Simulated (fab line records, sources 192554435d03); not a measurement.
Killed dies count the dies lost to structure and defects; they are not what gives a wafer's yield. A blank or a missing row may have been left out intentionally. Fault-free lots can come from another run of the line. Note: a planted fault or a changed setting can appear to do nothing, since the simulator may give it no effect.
What tool caused it?	flow n5 finfet	11 lots, 32 wafers sampled, at 5 steps of a route of 1938

WHAT THE GAUGES SHOWED, per wafer
N5_BEOL_M5_CD_MEAS_35: target cd 28 nm, target cd y 24 nm. Usual: cd nm reads 28.0 nm (standard deviation 0.36).
lot	measured	on	cd nm (nm)	flag
L222	day 8 01:50	cd sem-03	27.8 28.1 28.4	
L226	day 9 01:20	cd sem-02	28.2 28.2 27.8	
L227	day 9 12:22	cd sem-02	28.2 28.3 27.5	
L229	day 9 22:27	cd sem-02	28.6 28.0	
L231	day 10 10:04	cd sem-03	27.7 27.7 28.4	
L238	day 12 07:05	cd sem-01	27.8 27.6 27.5	
L239	day 12 14:41	cd sem-01	27.5 27.4 27.2	
L240	day 13 03:11	cd sem-02	28.4 27.9 28.0	
L242	day 13 03:40	cd sem-01	27.6 27.9 27.5	
L241	day 13 06:31	cd sem-03	27.6 27.8 27.2	
L243	day 13 07:35	cd sem-03	28.3 28.4 28.0	

N5_BEOL_M5_RS_MEAS_57: measures by four-point-probe. Usual: for M5_RS the level is 0.388 ohm/sq and the standard deviation is 0.012.
lot	measured	on	M5_RS (ohm/sq)	flag
L222	day 8 08:55	film metro-02	0.395 0.401 0.392	
L226	day 9 11:12	film metro-02	0.405 0.410 0.392	
L227	day 9 21:01	film metro-01	0.391 0.392 0.382	
L229	day 10 05:57	film metro-02	0.385 0.381	
L231	day 10 16:40	film metro-01	0.382 0.380 0.386	
L238	day 12 13:51	film metro-01	0.388 0.396 0.378	
L239	day 12 23:08	film metro-01	0.385 0.378 0.377	
L240	day 13 09:31	film metro-02	0.412 0.403 0.396	
L242	day 13 10:12	film metro-01	0.410 0.376 0.397	
L241	day 13 13:13	film metro-02	0.398 0.374 0.402	
L243	day 13 19:57	film metro-02	0.383 0.400 0.379	

EACH LOT AND THE TOOL THAT RAN IT (in order: tool; ch and the chambers of the sampled wafers; start)
lot	N5_BEOL_M5_ECD_50	N5_BEOL_M5_CMP_52	N5_BEOL_M5_PRE_CLEAN_77
L222	ecd cu-02 ch 0,1, day 8 07:25	cmp-03 ch 1,2,3, day 8 08:22	cvd co-02 ch 0,1,2, day 8 08:41
L226	ecd cu-02 ch 0,1, day 9 06:53	cmp-01 ch 1,2, day 9 10:38	cvd co-01 ch 0,1,2, day 9 10:59
L227	ecd cu-02 ch 0,1, day 9 17:45	cmp-04 ch 0,1,3, day 9 20:32	cvd co-02 ch 1,2, day 9 20:47
L229	ecd cu-02 ch 0,1, day 10 04:13	cmp-03 ch 0,3, day 10 05:22	cvd co-01 ch 0,2, day 10 05:43
L231	ecd cu-02 ch 0,1, day 10 15:33	cmp-04 ch 1,2,3, day 10 16:07	cvd co-01 ch 0,2, day 10 16:26
L238	ecd cu-01 ch 0,1, day 12 12:49	cmp-03 ch 1,2, day 12 13:18	cvd co-02 ch 0,2, day 12 13:38
L239	ecd cu-02 ch 0,1, day 12 21:56	cmp-04 ch 0,1,2, day 12 22:35	cvd co-02 ch 0,1, day 12 22:55
L240	ecd cu-01 ch 0,1, day 13 08:34	cmp-01 ch 1,2,3, day 13 08:57	cvd co-01 ch 0,1, day 13 09:17
L242	ecd cu-02 ch 0,1, day 13 09:16	cmp-03 ch 0,1,2, day 13 09:41	cvd co-01 ch 0,1,2, day 13 09:59
L241	ecd cu-02 ch 0,1, day 13 12:05	cmp-01 ch 0,1,3, day 13 12:42	cvd co-02 ch 0,1, day 13 12:59
L243	ecd cu-02 ch 0,1, day 13 19:01	cmp-03 ch 0,1,2, day 13 19:26	cvd co-01 ch 1,2, day 13 19:43
- N5_BEOL_M5_ECD_50: material Cu, target thk 300 nm.
- N5_BEOL_M5_CMP_52: polishes, stops on SiCOH lowk, t overpolish 6.9 s, target thk 62 nm.
- N5_BEOL_M5_PRE_CLEAN_77: time 15 s.

WHAT THE TOOLS THEMSELVES READ (means of the sampled wafers that have a number; where no wafer has one, the mark that the record gives instead)
N5_BEOL_M5_CMP_52. Usual: clearing platen rpm 50.00 rpm, standard deviation 0.03; motor current A 6.1 A, standard deviation 0.72; pad life wafers 1042, standard deviation 610; platen rpm 50.00 rpm, standard deviation 0.034; time to endpoint s 61.5 s, standard deviation 2.9.
lot	tool	clearing platen rpm (rpm)	motor current A (A)	pad life wafers	platen rpm (rpm)	time to endpoint s (s)	flag
L222	cmp-03	50.01	5.8	931	49.97	59.3	
L226	cmp-01	49.99	6.3	258	50.03	60.4	
L227	cmp-04	50.01	6.0	710	49.99	75.1	OFF
L229	cmp-03	49.97	5.8	1362	49.95	77.0	OFF
L231	cmp-04	49.98	5.8	836	49.98	74.4	OFF
L238	cmp-03	50.03	6.2	1908	50.02	63.4	
L239	cmp-04	49.98	6.1	1129	50.01	63.5	
L240	cmp-01	49.99	6.2	913	50.01	62.4	
L242	cmp-03	50.01	6.3	2060	49.99	62.7	
L241	cmp-01	50.01	5.9	938	49.99	58.3	
L243	cmp-03	50.00	6.4	56	49.98	62.5	

N5_BEOL_M5_PRE_CLEAN_77. Usual: heater power w reads 83 W (standard deviation 14).
lot	tool	heater power w (W)	flag
L222	cvd co-02	84	
L226	cvd co-01	80	
L227	cvd co-02	82	
L229	cvd co-01	70	
L231	cvd co-01	69	
L238	cvd co-02	95	
L239	cvd co-02	80	
L240	cvd co-01	82	
L242	cvd co-01	81	
L241	cvd co-02	81	
L243	cvd co-01	81	

THE ANSWER, worked out from the rows above alone
Rule: take the mean of a lot's wafers that have a number; if it is more than 3 standard deviations from the usual mean, the lot is off. Also off: a lot with no number at a reading for which 4 or more lots have one. All remaining lots with rows at the step are treated as sound. After the gauges, taken in route order, come the tools' own readings; for these a lot's mean is taken, as printed above. The first step at which some lot is off is used, and at that step the reading that is off furthest; a lot without a number counts as furthest.
Off, at N5_BEOL_M5_CMP_52 on time to endpoint s: L227, L229, L231.
If a tool, at that step or one of the process steps before it, ran each lot that is off and ran no sound lot following the first of them, it fits. Of those tried, none fits.

WHAT THE SIMULATOR HAD PUT IN
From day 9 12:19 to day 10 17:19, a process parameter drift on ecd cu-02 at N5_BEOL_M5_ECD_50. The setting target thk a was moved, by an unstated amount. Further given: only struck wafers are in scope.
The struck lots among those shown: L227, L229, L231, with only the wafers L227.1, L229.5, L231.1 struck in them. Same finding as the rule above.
